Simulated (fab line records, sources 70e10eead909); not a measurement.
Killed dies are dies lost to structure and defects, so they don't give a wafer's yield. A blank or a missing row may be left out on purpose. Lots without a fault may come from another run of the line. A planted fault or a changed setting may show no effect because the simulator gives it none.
A struck lot beside a sound one | flow nand_harc | 13 steps out of a route of 1302
Sound: wafers L609.4, L609.5, L609.6. Struck: wafers L620.2, L620.4, L620.5. The cause comes at the end.
At each step with rows: each side's tool, then ch and its chambers, then its first start. Under that, the readings that differ: sound wafers | struck wafers | difference of the means | sigmas: that difference in standard deviations of wafers without a fault.
alike: readings whose means differ by less than 2 such deviations, and words and numbers that are the same on both sides. not compared: withheld readings, readings that some wafer has no value for, bounds like >300 that may hide the same value, and numbers for which the record gives no deviation and whose values overlap.
The two part at a step that has a row with sigmas, a row that says differs or no value, or rows on one side only. Numbers that don't overlap but have no deviation are shown without sigmas and don't part them. A reading that every wafer of one side lacks parts them only if that side has two wafers or more.

first, 2 steps without rows for these wafers: NHARC_A_STAIRCASE_PRECLEAN_448 (cleans in SC1); NHARC_A_STAIRCASE_SRD_449.
NHARC_A_STAIRCASE_CMP_450: polishes SiO2, target thk 200 nm.
  sound on cmp-02 ch 0,2,3, day 21 01:20; struck on cmp-03 ch 0,3, day 26 06:40
  alike: edge_zone_pressure_frac, motor_current_A, slurry_filter_dp_kPa
NHARC_A_STAIRCASE_CMP_152: polishes.
  sound on cmp-02 ch 0,2,3, day 21 01:25; struck on cmp-03 ch 0,3, day 26 06:44
  alike: edge_zone_pressure_frac, motor_current_A, slurry_filter_dp_kPa
then, 2 steps without rows for these wafers: NHARC_A_STAIRCASE_SRD_154; NHARC_A_STAIRCASE_ETCH_403 (etches SiO2 in dHF, target depth 108.2 nm).
NHARC_A_STAIRCASE_ETCHBACK_422: etches the open film in CH3F/O2, target depth 40 nm, time 74.286 s.
  sound on rie_diel-09 ch 1,2,3, day 21 01:53; struck on rie_diel-04 ch 0,1,2, day 26 07:12
  alike: drypump_motor_current_A, oes_product_au, rf_vpp_V, showerhead_plenum_p_Torr, throttle_valve_pct
  not compared: rf_hours_counter_h
then, 1 step without rows for these wafers: NHARC_A_STAIRCASE_ETCH_423 (etches SiO2 in dHF, target depth 30 nm).
NHARC_A_STAIRCASE_ETCHBACK_157: etches the open film in CH3F/O2, target depth 90 nm, time 167.14 s.
  sound on rie_diel-09 ch 0,3, day 21 02:12; struck on rie_diel-01 ch 0,1,3, day 26 07:34
  alike: drypump_motor_current_A, oes_product_au, rf_vpp_V, showerhead_plenum_p_Torr, throttle_valve_pct
  not compared: rf_hours_counter_h
then, 1 step without rows for these wafers: NHARC_A_STAIRCASE_STRIP_475 (strips in O2, time 20 s).
NHARC_A_STAIRCASE_DEP_471: deposits SiO2, target thk 100 nm.
  sound on pecvd-03 ch 0,1,2, day 21 02:34; struck on pecvd-03 ch 0,1, day 26 07:53
  alike: heater_power_w, throttle_valve_pct
NHARC_A_STAIRCASE_CMP_472: polishes SiO2.
  sound on cmp-02 ch 0,3, day 21 02:48; struck on cmp-04 ch 2,3, day 26 08:07
  no value came back on the struck wafers for edge_zone_pressure_frac, motor_current_A (A), slurry_filter_dp_kPa (kPa); on the sound wafers edge_zone_pressure_frac reads 1.003 0.994 0.999
-- the record jumps here: 5 days lie between the struck wafers' starts before and after (it left off in module A_STAIRCASE and takes up again in module END, whose first step shown is number 1302 of the route) --
NHARC_END_SORT_01:
  the record has rows for the struck wafers here (prober-01 ch 0, day 31 13:31) and none for the sound ones

WHERE THEY PART
First at NHARC_A_STAIRCASE_CMP_472; last, within this record, at NHARC_END_SORT_01.

WHY: what the simulator had put in
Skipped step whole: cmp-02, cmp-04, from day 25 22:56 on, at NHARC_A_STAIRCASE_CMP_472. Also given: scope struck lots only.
